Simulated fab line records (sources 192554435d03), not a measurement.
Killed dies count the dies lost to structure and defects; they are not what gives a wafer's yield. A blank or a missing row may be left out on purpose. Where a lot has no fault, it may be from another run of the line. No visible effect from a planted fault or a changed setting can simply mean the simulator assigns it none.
Matching of chambers :: flow n5Finfet :: aldSin-02 running N5_SPACER0_ALD_00: 4 sister chambers
The step deposits SiOCN, target thk 3.5 nm, pulse time 3 s, purge time 2 s. 4 wafers are shown with their chamber, then 10 later ones without.

## EACH WAFER AND ITS CHAMBER
wafer: L086.4
chamber: 2
heaterPowerW (W): 694

wafer: L090.2
chamber: 1
heaterPowerW (W): 977

wafer: L091.2
chamber: 0
heaterPowerW (W): 825

wafer: L091.5
chamber: 3
heaterPowerW (W): 725

## WAFERS WHOSE CHAMBER IS MISSING
wafer: L091.6
heaterPowerW (W): 964

wafer: L094.3
heaterPowerW (W): 813

wafer: L094.4
heaterPowerW (W): 967

wafer: L094.5
heaterPowerW (W): 750

wafer: L095.1
heaterPowerW (W): 977

wafer: L095.4
heaterPowerW (W): 723

wafer: L095.6
heaterPowerW (W): 1010

wafer: L096.2
heaterPowerW (W): 699

wafer: L096.3
heaterPowerW (W): 971

wafer: L096.4
heaterPowerW (W): 753

## WHICH CHAMBER EACH ONE RAN IN
wafer: L091.6
from the rows above: 1
in truth: 1

wafer: L094.3
from the rows above: 0
in truth: 0

wafer: L094.4
from the rows above: 1
in truth: 1

wafer: L094.5
from the rows above: can't be placed: 3 or 2
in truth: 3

wafer: L095.1
from the rows above: 1
in truth: 1

wafer: L095.4
from the rows above: can't be placed: 3 or 2
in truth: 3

wafer: L095.6
from the rows above: 1
in truth: 1

wafer: L096.2
from the rows above: can't be placed: 2 or 3
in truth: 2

wafer: L096.3
from the rows above: 1
in truth: 1

wafer: L096.4
from the rows above: can't be placed: 3 or 2
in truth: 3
Correctly placed: 6 of 10. From these rows, 4 cannot be placed; in 4 the true chamber is one of the candidates. Placed wrongly: 0.
How it was worked out, from the rows above alone: a wafer's distance from a chamber is the root of the sum, over the readings, of the square of ((its reading less the chamber's mean) divided by the reading's scatter). If the next closest chamber is less than 2 further off than the closest, the wafer can't be placed; otherwise it belongs to the closest. For every chamber, the mean is computed from those of its wafers that are shown. The scatter: root of mean squared gap, hidden wafer to nearest shown wafer, with one shown wafer a chamber.
